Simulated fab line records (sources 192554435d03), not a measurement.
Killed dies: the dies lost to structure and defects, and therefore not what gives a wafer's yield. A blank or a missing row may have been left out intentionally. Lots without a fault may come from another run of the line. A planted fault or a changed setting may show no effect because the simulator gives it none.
fab line records + flow n5Finfet + part 2 of 2: steps 16 to 22 of 22
[record]
- lots = 5
- wafers = 15
- lastDay = 18
route steps=1938 shown BEOL_M0_CUTY@706 BEOL_M0@715
lots that met no fault: from a run of the same line without faults
startH: hours from the record's opening day to when the first of the lot's shown wafers began + waitH: hours from the lot's prior step to this one + " unchanged from the row above + L1.1+2: one row covering several wafers at once + - no value present, or no start provided + * or withheld: withheld + < > ~ a bound
route shown NAME@n: a module of which the file shows steps, and the number in the route of the first + usual: the fault-free wafers' mean and standard deviation + same: alike in all rows + chamber/n: place in a boat + sites: readings site by site + _std_site: the values' standard deviation + _edge_site: the outer-site mean with the inner-site mean subtracted + radiusMm: how far each site lies from the wafer's centre + mask NAME#n: copy n + behind: the most recent tool/chamber to have shaped the wafer + hold: the reason the lot was held/the length of the hold in hours/how it ended + device: the transistor (n, p or np) that didn't switch + end of line: at the end of the route, the tests of the same wafers + step lacking rows: just its recipe + killed: count of dies lost to structure and defects at first sort (not the wafer's yield) + map: a wafer's dies, x killed, . not, _ none there
set.NAME: the setting as run; set.NAME@STEP: as run at that earlier step + model.NAME: the simulator's own value behind a step, which no gauge read
certain route steps with their lots: each step a table, each wafer a row
services: from which hour (startH, from the record's first day; less than 0 if before it) a tool's chamber was out of use, for how many hours, and why
[[steps]]
[step N5_BEOL_M0_TRENCH_ETCH_107]
[recipe]
- chemistry = C4F6/O2
- targetDepthA = 328
- target = SiOC
- timeS = 16.4
- ionEnergyEv = 250
- pressureMtorr = 30
- sourceW = 355
- biasW = 185
- Ar_flow_sccm = 300
- C4F6_flow_sccm = 10
- O2_flow_sccm = 10
[usual]
- O2_flow_sccm = 10.005/0.029
- biasW = 185.0/0.56
- drypumpMotorCurrentA = 5.7/0.42
- oesProductAu = 0.78/0.1
- rfVppV = 651/18
- showerheadPlenumPTorr = 2.84/0.11
- throttleValvePct = 20.79/0.24
[same]
- timeS = 16.4
| lot.wafer | tool       | chamber | startH | waitH | O2_flow_sccm | biasW | drypumpMotorCurrentA | oesProductAu | rfHoursCounterH | rfVppV | showerheadPlenumPTorr | throttleValvePct |
|-----------|------------|---------|--------|-------|--------------|-------|----------------------|--------------|-----------------|--------|-----------------------|------------------|
| L086.1    | rieDiel-05 | 0       | 192.70 | 0.0   | 10.003       | 185.1 | 5.1                  | 0.93         | 12              | 618    | 2.94                  | 20.48            |
| L086.3    | "          | 3       | "      | "     | 10.075       | 185.3 | 5.5                  | 0.91         | 27              | 649    | 2.82                  | 21.16            |
| L086.5    | "          | 3       | "      | "     | 10.017       | 185.5 | 5.6                  | 0.91         | -               | 647    | 2.82                  | 21.19            |
| L087.4    | rieDiel-05 | 3       | 197.88 | 0.0   | 10.038       | 184.8 | 5.6                  | 0.91         | 29              | 649    | 2.82                  | 21.16            |
| L087.5    | "          | 3       | "      | "     | 10.002       | 184.1 | 5.5                  | 0.91         | -               | 648    | 2.82                  | 21.15            |
| L087.6    | "          | 0       | "      | "     | 10.003       | 184.9 | 5.1                  | 0.93         | -               | 618    | 2.93                  | 20.45            |
| L088.4    | rieDiel-04 | 0       | 199.99 | 0.0   | 10.030       | 186.1 | 5.6                  | 0.84         | -               | 672    | 2.99                  | 20.80            |
| L088.5    | "          | 3       | "      | "     | 10.009       | 183.7 | 6.1                  | 0.92         | -               | 675    | 2.80                  | 20.49            |
| L088.6    | "          | 2       | "      | "     | 9.979        | 184.1 | 5.3                  | 0.68         | -               | 647    | 2.80                  | 21.12            |
| L095.1    | rieDiel-05 | 1       | 250.01 | 0.0   | 10.017       | 184.1 | 6.1                  | 0.72         | 184             | 666    | 2.93                  | 20.92            |
| L095.2    | "          | 2       | "      | "     | 10.041       | 185.2 | 5.4                  | 0.71         | 199             | 665    | 2.58                  | 20.65            |
| L095.4    | "          | 0       | "      | "     | 10.005       | 185.7 | 5.1                  | 0.88         | 35              | 618    | 2.92                  | 20.50            |
| L096.1    | rieDiel-05 | 3       | 257.93 | 0.0   | 10.039       | 184.8 | 5.5                  | 0.88         | 44              | 647    | 2.81                  | 21.17            |
| L096.4    | "          | 2       | "      | "     | 10.023       | 185.6 | 5.4                  | 0.70         | 200             | 667    | 2.58                  | 20.67            |
| L096.6    | "          | 0       | "      | "     | 10.014       | 185.9 | 5.1                  | 0.89         | -               | 618    | 2.92                  | 20.49            |
[step N5_BEOL_M0_STRIP_142]
[recipe]
- chemistry = N2/H2
- timeS = 10
- powerW = 450
- tempC = 40
- pressureMtorr = 20
- rfFrequencyHz = 6e+07
- biasPowerW = 7
- n2FlowSccm = 200
- h2FlowSccm = 200
[usual]
- drypumpMotorCurrentA = 5.7/0.41
- oesProductAu = 0.78/0.1
- rfVppV = 59.1/0.88
- showerheadPlenumPTorr = 2.54/0.11
- tempC = 40.00/0.12
- throttleValvePct = 23.7/0.36
[same]
- timeS = 10
| lot.wafer | tool       | chamber | startH | waitH | drypumpMotorCurrentA | oesProductAu | rfHoursCounterH | rfVppV | showerheadPlenumPTorr | tempC | throttleValvePct |
|-----------|------------|---------|--------|-------|----------------------|--------------|-----------------|--------|-----------------------|-------|------------------|
| L086.1    | rieDiel-05 | 0       | 192.72 | 0.0   | 5.1                  | 0.96         | 12              | 58.9   | 2.61                  | 40.27 | 23.1             |
| L086.3    | "          | 3       | "      | "     | 5.5                  | 0.89         | 27              | 58.2   | 2.49                  | 39.70 | 24.1             |
| L086.5    | "          | 3       | "      | "     | 5.6                  | 0.89         | -               | 59.0   | 2.49                  | 39.95 | 24.0             |
| L087.4    | rieDiel-05 | 3       | 197.90 | 0.0   | 5.6                  | 0.90         | 29              | 58.8   | 2.49                  | 40.20 | 24.0             |
| L087.5    | "          | 3       | "      | "     | 5.5                  | 0.90         | -               | 59.0   | 2.49                  | 40.11 | 24.0             |
| L087.6    | "          | 0       | "      | "     | 5.1                  | 0.95         | -               | 58.7   | 2.61                  | 39.92 | 23.1             |
| L088.4    | rieDiel-04 | 0       | 200.02 | 0.0   | 5.6                  | 0.86         | -               | 58.8   | 2.71                  | 40.16 | 23.8             |
| L088.5    | "          | 3       | "      | "     | 6.1                  | 0.93         | -               | 58.8   | 2.47                  | 40.13 | 23.1             |
| L088.6    | "          | 2       | "      | "     | 5.3                  | 0.68         | -               | 58.6   | 2.52                  | 39.91 | 24.3             |
| L095.1    | rieDiel-05 | 1       | 250.03 | 0.0   | 6.2                  | 0.74         | 184             | 58.9   | 2.62                  | 39.93 | 23.7             |
| L095.2    | "          | 2       | "      | "     | 5.4                  | 0.73         | 199             | 58.6   | 2.31                  | 40.03 | 23.5             |
| L095.4    | "          | 0       | "      | "     | 5.1                  | 0.90         | 35              | 59.3   | 2.60                  | 39.98 | 23.1             |
| L096.1    | rieDiel-05 | 3       | 257.95 | 0.0   | 5.6                  | 0.86         | 44              | 58.3   | 2.48                  | 40.04 | 24.1             |
| L096.4    | "          | 2       | "      | "     | 5.5                  | 0.72         | 200             | 58.5   | 2.31                  | 40.12 | 23.5             |
| L096.6    | "          | 0       | "      | "     | 5.1                  | 0.89         | -               | 58.9   | 2.60                  | 40.01 | 23.1             |
[step N5_BEOL_M0_OCD_MEAS_108]
[usual]
- trenchDepthNm = 32.4/0.8
| lot.wafer | tool   | chamber | startH | waitH | trenchDepthNm |
|-----------|--------|---------|--------|-------|---------------|
| L086.1    | ocd-02 | -       | 192.80 | 0.1   | 33.4          |
| L086.3    | "      | -       | "      | "     | 33.4          |
| L086.5    | "      | -       | "      | "     | 33.7          |
| L087.4    | ocd-01 | -       | 197.98 | 0.1   | 34.3          |
| L087.5    | "      | -       | "      | "     | 33.7          |
| L087.6    | "      | -       | "      | "     | 33.7          |
| L088.4    | ocd-01 | -       | 200.08 | 0.0   | 32.4          |
| L088.5    | "      | -       | "      | "     | 32.6          |
| L088.6    | "      | -       | "      | "     | 32.4          |
| L095.1    | ocd-01 | -       | 250.11 | 0.1   | 32.4          |
| L095.2    | "      | -       | "      | "     | 32.5          |
| L095.4    | "      | -       | "      | "     | 33.7          |
| L096.1    | ocd-02 | -       | 258.03 | 0.1   | 33.3          |
| L096.4    | "      | -       | "      | "     | 31.6          |
| L096.6    | "      | -       | "      | "     | 33.4          |
[step N5_BEOL_M0_HM_STRIP_129]
[recipe]
- chemistry = peroxideTinStrip
- material = TiN
- targetDepthA = 170
- tempC = 50
- timeS = 108
[usual]
- tempC = 50.00/0.13
[same]
- timeS = 108
| lot.wafer | tool        | chamber | startH | waitH | tempC |
|-----------|-------------|---------|--------|-------|-------|
| L086.1    | wetBench-03 | 3       | 192.84 | 0.0   | 50.04 |
| L086.3    | "           | 7       | "      | "     | 49.82 |
| L086.5    | "           | 0       | "      | "     | 50.14 |
| L087.4    | wetBench-03 | 3       | 198.01 | 0.0   | 49.97 |
| L087.5    | "           | 2       | "      | "     | 49.97 |
| L087.6    | "           | 0       | "      | "     | 49.87 |
| L088.4    | wetBench-03 | 7       | 200.11 | 0.0   | 50.23 |
| L088.5    | "           | 6       | "      | "     | 49.98 |
| L088.6    | "           | 1       | "      | "     | 50.09 |
| L095.1    | wetBench-06 | 3       | 250.15 | 0.0   | 50.07 |
| L095.2    | "           | 5       | "      | "     | 50.14 |
| L095.4    | "           | 6       | "      | "     | 49.98 |
| L096.1    | wetBench-03 | 6       | 258.06 | 0.0   | 49.97 |
| L096.4    | "           | 5       | "      | "     | 50.05 |
| L096.6    | "           | 3       | "      | "     | 49.78 |
[step N5_BEOL_M0_SRD_130]
[recipe]
- timeS = 30
- tempC = 23
- rinseLiquid = diw
- dry = ipaMarangoni
[usual]
- tempC = 23.01/0.11
[same]
- timeS = 30
| lot.wafer | tool        | chamber | startH | waitH | tempC |
|-----------|-------------|---------|--------|-------|-------|
| L086.1    | wetBench-03 | 3       | 192.87 | 0.0   | 23.02 |
| L086.3    | "           | 7       | "      | "     | 22.88 |
| L086.5    | "           | 0       | "      | "     | 23.11 |
| L087.4    | wetBench-03 | 3       | 198.05 | 0.0   | 23.02 |
| L087.5    | "           | 2       | "      | "     | 22.92 |
| L087.6    | "           | 0       | "      | "     | 22.95 |
| L088.4    | wetBench-03 | 7       | 200.14 | 0.0   | 22.85 |
| L088.5    | "           | 6       | "      | "     | 23.10 |
| L088.6    | "           | 1       | "      | "     | 23.08 |
| L095.1    | wetBench-06 | 3       | 250.18 | 0.0   | 22.88 |
| L095.2    | "           | 5       | "      | "     | 22.98 |
| L095.4    | "           | 6       | "      | "     | 23.07 |
| L096.1    | wetBench-03 | 6       | 258.10 | 0.0   | 23.07 |
| L096.4    | "           | 5       | "      | "     | 23.09 |
| L096.6    | "           | 3       | "      | "     | 23.02 |
[step N5_BEOL_M0_ETCH_109]
[recipe]
- chemistry = CH3F/O2
- targetDepthA = 80
- overetchA = 24
- target = SiCN
- timeS = 27.4
- ionEnergyEv = 120
- pressureMtorr = 30
- sourceW = 395
- biasW = 75
- Ar_flow_sccm = 150
- CH3F_flow_sccm = 30
- O2_flow_sccm = 20
[usual]
- O2_flow_sccm = 20.00/0.062
- biasW = 74.99/0.21
- drypumpMotorCurrentA = 5.7/0.42
- oesProductAu = 0.68/0.09
- rfVppV = 297.2/1.7
- showerheadPlenumPTorr = 1.99/0.079
- throttleValvePct = 16.21/0.22
[same]
- timeS = 27.4
| lot.wafer | tool       | chamber | startH | waitH | O2_flow_sccm | biasW | drypumpMotorCurrentA | oesProductAu | rfHoursCounterH | rfVppV | showerheadPlenumPTorr | throttleValvePct |
|-----------|------------|---------|--------|-------|--------------|-------|----------------------|--------------|-----------------|--------|-----------------------|------------------|
| L086.1    | rieDiel-05 | 0       | 192.91 | 0.0   | 20.00        | 75.11 | 5.1                  | 0.79         | 12              | 298.0  | 2.06                  | 15.88            |
| L086.3    | "          | 3       | "      | "     | 20.01        | 74.72 | 5.5                  | 0.78         | 27              | 297.2  | 1.97                  | 16.42            |
| L086.5    | "          | 3       | "      | "     | 19.98        | 74.77 | 5.6                  | 0.78         | -               | 298.7  | 1.97                  | 16.45            |
| L087.4    | rieDiel-05 | 2       | 198.09 | 0.0   | 20.02        | 74.63 | 5.4                  | 0.65         | 179             | 294.3  | 1.82                  | 16.18            |
| L087.5    | "          | 0       | "      | "     | 20.01        | 75.02 | 5.1                  | 0.80         | -               | 298.7  | 2.06                  | 15.88            |
| L087.6    | "          | 1       | "      | "     | 20.18        | 75.11 | 6.2                  | 0.66         | -               | 298.1  | 2.07                  | 16.39            |
| L088.4    | rieDiel-04 | 2       | 200.22 | 0.1   | 20.00        | 74.91 | 5.3                  | 0.59         | -               | 298.6  | 1.97                  | 16.61            |
| L088.5    | "          | 0       | "      | "     | 20.02        | 74.92 | 5.5                  | 0.73         | -               | 298.3  | 2.11                  | 16.24            |
| L088.6    | "          | 3       | "      | "     | 20.02        | 74.94 | 6.0                  | 0.80         | -               | 296.4  | 1.96                  | 15.87            |
| L095.1    | rieDiel-02 | 0       | 250.22 | 0.0   | 19.96        | 75.45 | 6.1                  | 0.56         | 241             | 295.7  | 1.90                  | 16.31            |
| L095.2    | "          | 2       | "      | "     | 19.90        | 74.78 | 5.6                  | 0.78         | 8               | 297.7  | 1.96                  | 16.03            |
| L095.4    | "          | 1       | "      | "     | 20.04        | 75.08 | 5.9                  | 0.77         | 38              | 299.0  | 2.03                  | 15.88            |
| L096.1    | rieDiel-05 | 1       | 258.14 | 0.0   | 19.96        | 74.52 | 6.2                  | 0.63         | 186             | 297.8  | 2.06                  | 16.42            |
| L096.4    | "          | 0       | "      | "     | 19.98        | 75.11 | 5.1                  | 0.75         | 37              | 297.6  | 2.06                  | 15.91            |
| L096.6    | "          | 2       | "      | "     | 19.92        | 74.96 | 5.4                  | 0.61         | -               | 294.4  | 1.81                  | 16.23            |
[step N5_BEOL_M0_STRIP_139]
[recipe]
- chemistry = postEtchResidueRemover
- timeS = 60
- tempC = 25
- removerPh = withheld
- removerWaterWtPct = withheld
- removerFluorideWtPct = withheld
[usual]
- tempC = 24.99/0.1
[same]
- timeS = 60
| lot.wafer | tool        | chamber | startH | waitH | tempC |
|-----------|-------------|---------|--------|-------|-------|
| L086.1    | wetBench-06 | 1       | 193.02 | 0.1   | 25.04 |
| L086.3    | "           | 6       | "      | "     | 24.84 |
| L086.5    | "           | 5       | "      | "     | 24.96 |
| L087.4    | wetBench-06 | 3       | 198.19 | 0.1   | 24.80 |
| L087.5    | "           | 0       | "      | "     | 25.08 |
| L087.6    | "           | 7       | "      | "     | 25.00 |
| L088.4    | wetBench-06 | 4       | 200.29 | 0.0   | 25.03 |
| L088.5    | "           | 6       | "      | "     | 24.97 |
| L088.6    | "           | 5       | "      | "     | 24.98 |
| L095.1    | wetBench-06 | 4       | 250.33 | 0.1   | 25.12 |
| L095.2    | "           | 6       | "      | "     | 25.09 |
| L095.4    | "           | 3       | "      | "     | 24.89 |
| L096.1    | wetBench-06 | 7       | 258.24 | 0.1   | 24.82 |
| L096.4    | "           | 0       | "      | "     | 25.09 |
| L096.6    | "           | 1       | "      | "     | 25.02 |
[[services]]
| tool          | chamber | startH | hours | kind                        |
|---------------|---------|--------|-------|-----------------------------|
| rieDiel-05    | -       | 171.64 | 2.2   | repair                      |
| rieDiel-02    | 3       | 173.21 | 5.4   | repair                      |
| rieDiel-04    | 1       | 175.48 | 62.1  | repair                      |
| rieDiel-05    | 3       | 201.47 | 13.7  | repair                      |
| rieDiel-02    | 2       | 205.13 | -     | clean                       |
| rieDiel-02    | 2       | 205.13 | -     | consumableReplace:focusRing |
| rieDiel-02    | 2       | 205.13 | 22.7  | scheduledDown               |
| rieDiel-02    | 2       | 205.13 | 22.7  | ventCycle                   |
| rieMetal-03   | -       | 211.12 | 0.2   | repair                      |
| lithoTrack-04 | -       | 212.18 | -     | consumableReplace:filter    |
| lithoTrack-05 | -       | 214.03 | -     | consumableReplace:filter    |
| rieDiel-05    | 2       | 219.41 | 2.6   | repair                      |
| rieDiel-02    | 3       | 230.91 | 5.1   | repair                      |
| rieDiel-04    | 2       | 237.62 | -     | clean                       |
| rieDiel-04    | 2       | 237.62 | -     | consumableReplace:focusRing |
| rieDiel-04    | 2       | 237.62 | 14.2  | scheduledDown               |
| rieDiel-04    | 2       | 237.62 | 14.2  | ventCycle                   |
